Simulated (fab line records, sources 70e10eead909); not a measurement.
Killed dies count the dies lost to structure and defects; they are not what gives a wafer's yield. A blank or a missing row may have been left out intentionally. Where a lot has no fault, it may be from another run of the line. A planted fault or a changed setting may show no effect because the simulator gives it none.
Matching of chambers    flow nand harc    NHARC_A_CHANNEL_FILL_D1_ALD_16 on ald hk-04: 4 sister chambers
The step deposits SiO2, target thk 1.5 nm, pulse time 10 s, ald cycles 15. 8 wafers are shown with their chamber, then 8 later ones without.

== WAFERS, EACH WITH ITS CHAMBER ==
wafer   chamber  heater power w (W)  susceptor temp C (C)
L084.3  2        442                 300.11
L084.4  1        608                 299.76
L088.4  2        445                 299.83
L088.5  3        472                 300.14
L086.1  1        618                 300.05
L086.3  0        514                 300.21
L086.6  0        504                 300.21
L089.1  3        483                 300.28

== WAFERS MISSING THEIR CHAMBER ==
wafer   heater power w (W)  susceptor temp C (C)
L089.3  606                 300.26
L089.6  525                 300.02
L093.1  621                 299.92
L093.5  590                 299.74
L093.6  440                 299.91
L095.1  616                 299.93
L095.3  488                 299.94
L095.4  527                 300.10

== WHICH CHAMBER EACH ONE RAN IN ==
wafer   from the rows above      in truth
L089.3  1                        1
L089.6  0                        0
L093.1  1                        1
L093.5  1                        1
L093.6  2                        2
L095.1  1                        1
L095.3  can't be placed: 3 or 0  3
L095.4  0                        0
Correct placement for 7 of the 8. Not placeable from these rows: 1 (in 1, the candidates include the true chamber). Placed wrongly: 0.
How it was worked out, from the rows above alone: a wafer's distance from a chamber is the root of the sum, over the readings, of the square of ((its reading less the chamber's mean) divided by the reading's scatter). The wafer belongs to the nearest chamber; if the next one is less than 2 further off, it can't be placed. The mean given for a chamber averages the wafers shown for that chamber. The scatter: take each reading less its chamber's mean, square it, sum over the shown wafers, divide by the number of wafers less the number of chambers, and take the root.
